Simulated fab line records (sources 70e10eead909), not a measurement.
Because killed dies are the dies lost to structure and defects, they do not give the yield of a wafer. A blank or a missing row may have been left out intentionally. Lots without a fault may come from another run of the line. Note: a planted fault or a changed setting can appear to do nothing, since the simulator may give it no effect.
The tool behind it: which one? | flow nand harc | 12 lots, 36 wafers sampled, at 6 steps of a route of 1302

## WHAT THE GAUGES READ, wafer by wafer
NHARC_A_M1_INSPECT_11.
lot  | measured     | on                | raw defect count
L589 | day 23 07:49 | defect inspect-02 | 74 70 71
L592 | day 23 19:19 | defect inspect-02 | 867 893 865
L591 | day 24 02:58 | defect inspect-02 | 988 977 1006
L600 | day 27 22:31 | defect inspect-01 | 129 138 141
L603 | day 28 22:55 | defect inspect-02 | 70 66 49
L602 | day 29 03:25 | defect inspect-02 | 53 65 64
L606 | day 30 10:56 | defect inspect-01 | 162 158 161
L605 | day 30 19:28 | defect inspect-02 | 36 50 44
L609 | day 31 04:25 | defect inspect-02 | 14 14 18
L607 | day 31 10:22 | defect inspect-02 | 37 38 45
L608 | day 31 11:01 | defect inspect-02 | 109 115 120
L610 | day 32 10:34 | defect inspect-01 | 127 127 124

NHARC_END_SORT_01.
lot  | measured     | on        | defect limited yield (%) | killed at array | killed at other | killed at periphery | killed dies | killed open | killed short
L592 | day 25 05:32 | prober-02 | 88 82 88                 | 76 116 76       | 0 0 0           | 3 3 3               | 79 119 79   | 0 2 8       | 1 7 1
L591 | day 25 17:04 | prober-02 | 79 75 71                 | 139 170 194     | 0 0 1           | 2 0 3               | 141 170 198 | 4 5 4       | 1 0 1
L602 | day 30 12:40 | prober-02 | 93 92 94                 | 44 55 41        | 0 0 0           | 1 1 2               | 45 56 43    | 3 4 2       | 2 3 2
L605 | day 32 23:23 | prober-01 | 95 93 93                 | 30 43 41        | 1 0 1           | 5 2 3               | 36 45 45    | 8 1 4       | 1 2 2

## WHICH TOOL RAN EACH LOT (tool, then ch and the chambers of the sampled wafers, then the start)
lot  | NHARC_A_M0_PRE_CLEAN_31         | NHARC_A_M1_DEP_00               | NHARC_A_M1_STRIP_18                | NHARC_A_M1_ETCH_28
L589 | pecvd-04 ch 0,1,2, day 23 06:22 | pecvd-02 ch 0,1, day 23 06:55   | rie diel-07 ch 0,1,3, day 23 08:20 | rie diel-07 ch 0,1,3, no start
L592 | pecvd-02 ch 0,1, day 23 17:52   | pecvd-04 ch 0,1,2, day 23 18:24 | rie diel-07 ch 1,2,3, day 23 19:50 | rie diel-07 ch 0,1, day 25 05:32 or earlier
L591 | pecvd-02 ch 0,1, day 24 01:32   | pecvd-04 ch 0,1,2, day 24 02:01 | rie diel-07 ch 1,2,3, day 24 03:25 | rie diel-07 ch 0,3, day 25 17:04 or earlier
L600 | pecvd-04 ch 0,1, day 27 21:12   | pecvd-03 ch 1,2, day 27 21:41   | rie diel-07 ch 0,2,3, day 27 22:58 | rie diel-07 ch 1,2,3, no start
L603 | pecvd-03 ch 0,1,2, day 28 21:28 | pecvd-02 ch 0,2, day 28 22:03   | rie diel-02 ch 0,3, day 28 23:22   | rie diel-02 ch 0,2,3, no start
L602 | pecvd-04 ch 0,1,2, day 29 02:06 | pecvd-03 ch 0,2, day 29 02:35   | rie diel-04 ch 1,2, day 29 03:52   | rie diel-04 ch 2,3, day 30 12:40 or earlier
L606 | pecvd-04 ch 0,1,2, day 30 09:39 | pecvd-04 ch 0,1,2, day 30 10:07 | rie diel-07 ch 1,2,3, day 30 11:24 | rie diel-07 ch 0,2,3, no start
L605 | pecvd-03 ch 1,2, day 30 18:08   | pecvd-02 ch 0,1, day 30 18:43   | rie diel-02 ch 0,1,2, day 30 20:02 | rie diel-02 ch 0,1, day 32 23:23 or earlier
L609 | pecvd-02 ch 0,1, day 31 02:58   | pecvd-04 ch 0,1,2, day 31 03:27 | rie diel-07 ch 1,2, day 31 04:52   | rie diel-07 ch 1,2, no start
L607 | pecvd-04 ch 0,1,2, day 31 08:58 | pecvd-04 ch 0,1, day 31 09:28   | rie diel-07 ch 1,3, day 31 10:49   | rie diel-07 ch 0,1, no start
L608 | pecvd-04 ch 0,2, day 31 09:43   | pecvd-02 ch 0,1,2, day 31 10:13 | rie diel-02 ch 0,1,3, day 31 11:27 | rie diel-02 ch 0,1, no start
L610 | pecvd-04 ch 0,1, day 32 09:08   | pecvd-04 ch 0,2, day 32 09:39   | rie diel-07 ch 0,1,3, day 32 11:29 | rie diel-07 ch 1,2,3, no start
- NHARC_A_M0_PRE_CLEAN_31: time 12 s.
- NHARC_A_M1_DEP_00: deposits SiOC, target thk 182.5 nm.
- NHARC_A_M1_STRIP_18: strips in N2/H2.
- NHARC_A_M1_ETCH_28: etches the open film in CF4/N2, target depth 30 nm, time 72.99 s.

## WHAT THE TOOLS THEMSELVES READ (means of the sampled wafers that have a number; where no wafer has one, the mark that the record gives instead)
NHARC_A_M0_PRE_CLEAN_31.
lot  | tool     | heater power w (W)
L589 | pecvd-04 | 731
L592 | pecvd-02 | 727
L591 | pecvd-02 | 710
L600 | pecvd-04 | 715
L603 | pecvd-03 | 617
L602 | pecvd-04 | 715
L606 | pecvd-04 | 713
L605 | pecvd-03 | 603
L609 | pecvd-02 | 683
L607 | pecvd-04 | 710
L608 | pecvd-04 | 708
L610 | pecvd-04 | 730

NHARC_A_M1_DEP_00.
lot  | tool     | showerhead vpp V (V)
L589 | pecvd-02 | 1507
L592 | pecvd-04 | 1459
L591 | pecvd-04 | 1451
L600 | pecvd-03 | 1394
L603 | pecvd-02 | 1505
L602 | pecvd-03 | 1463
L606 | pecvd-04 | 1462
L605 | pecvd-02 | 1503
L609 | pecvd-04 | 1448
L607 | pecvd-04 | 1490
L608 | pecvd-02 | 1499
L610 | pecvd-04 | 1414

NHARC_A_M1_STRIP_18.
lot  | tool        | drypump motor current A (A) | oes product au (a.u.) | rf vpp V (V) | showerhead plenum p Torr (Torr) | throttle valve pct (%)
L589 | rie diel-07 | 5.8                         | 0.992                 | 90.3         | 2.01                            | 14.167
L592 | rie diel-07 | 6.0                         | 0.996                 | 90.3         | 2.04                            | 14.178
L591 | rie diel-07 | 6.1                         | 0.992                 | 90.7         | 2.04                            | 14.167
L600 | rie diel-07 | 5.6                         | 0.995                 | 90.1         | 1.95                            | 14.161
L603 | rie diel-02 | 5.7                         | 1.008                 | 90.9         | 1.99                            | 14.170
L602 | rie diel-04 | 6.1                         | 1.002                 | 90.9         | 2.13                            | 14.173
L606 | rie diel-07 | 6.0                         | 0.995                 | 91.0         | 2.04                            | 14.167
L605 | rie diel-02 | 5.7                         | 1.001                 | 90.1         | 2.00                            | 14.174
L609 | rie diel-07 | 6.0                         | 0.993                 | 90.1         | 2.06                            | 14.170
L607 | rie diel-07 | 6.0                         | 0.996                 | 90.3         | 2.01                            | 14.166
L608 | rie diel-02 | 5.7                         | 0.999                 | 90.9         | 2.02                            | 14.171
L610 | rie diel-07 | 5.8                         | 0.991                 | 90.8         | 2.01                            | 14.177

NHARC_A_M1_ETCH_28.
lot  | tool        | drypump motor current A (A) | oes product au (a.u.) | rf vpp V (V) | showerhead plenum p Torr (Torr) | throttle valve pct (%)
L589 | rie diel-07 | 5.8                         | 0.999                 | 314.0        | 2.59                            | 19.797
L592 | rie diel-07 | 6.1                         | 0.989                 | 315.1        | 2.69                            | 19.794
L591 | rie diel-07 | 5.4                         | 1.004                 | 312.3        | 2.49                            | 19.784
L600 | rie diel-07 | 6.0                         | 1.003                 | 314.2        | 2.62                            | 19.786
L603 | rie diel-02 | 5.7                         | 0.993                 | 313.1        | 2.55                            | 19.796
L602 | rie diel-04 | 6.0                         | 0.994                 | 313.7        | 2.66                            | 19.790
L606 | rie diel-07 | 5.6                         | 0.996                 | 312.3        | 2.52                            | 19.794
L605 | rie diel-02 | 5.7                         | 0.995                 | 315.5        | 2.63                            | 19.790
L609 | rie diel-07 | 6.3                         | 0.990                 | 315.5        | 2.72                            | 19.791
L607 | rie diel-07 | 6.1                         | 0.987                 | 315.0        | 2.69                            | 19.796
L608 | rie diel-02 | 5.7                         | 0.995                 | 314.7        | 2.63                            | 19.813
L610 | rie diel-07 | 6.0                         | 0.994                 | 313.6        | 2.62                            | 19.792

## THE ANSWER, worked out from the rows above alone
Rule: usual is defined by the lots themselves. Put in order of their means at a reading, lots are off if they are a third of the lots or fewer, leave a main group of 4 or more, and stand apart from it by a gap of 3 or more times the standard deviation of the main group's means; of several such gaps the widest counts. Not used: any main group whose means are identical at the precision the tables above print for the reading. Also off: a lot with no number at a reading for which 4 or more lots have one. Any other lot the step has rows for is counted as sound. After the gauges, taken in route order, come the tools' own readings; for these a lot's mean is taken, as printed above. The first step at which some lot is off is used, and at that step the reading that is off furthest; a lot without a number counts as furthest.
Off: L592, L591 (NHARC_A_M1_INSPECT_11, raw defect count). Mean 83 and standard deviation 46 in the main group.
If a tool, at a process step before that reading, ran all the lots that are off and no sound lot after the first of them, it fits. The gauges at NHARC_A_M1_INSPECT_11 are tried like those tools. Not one of the candidates tried fits.

## WHAT THE SIMULATOR PUT IN
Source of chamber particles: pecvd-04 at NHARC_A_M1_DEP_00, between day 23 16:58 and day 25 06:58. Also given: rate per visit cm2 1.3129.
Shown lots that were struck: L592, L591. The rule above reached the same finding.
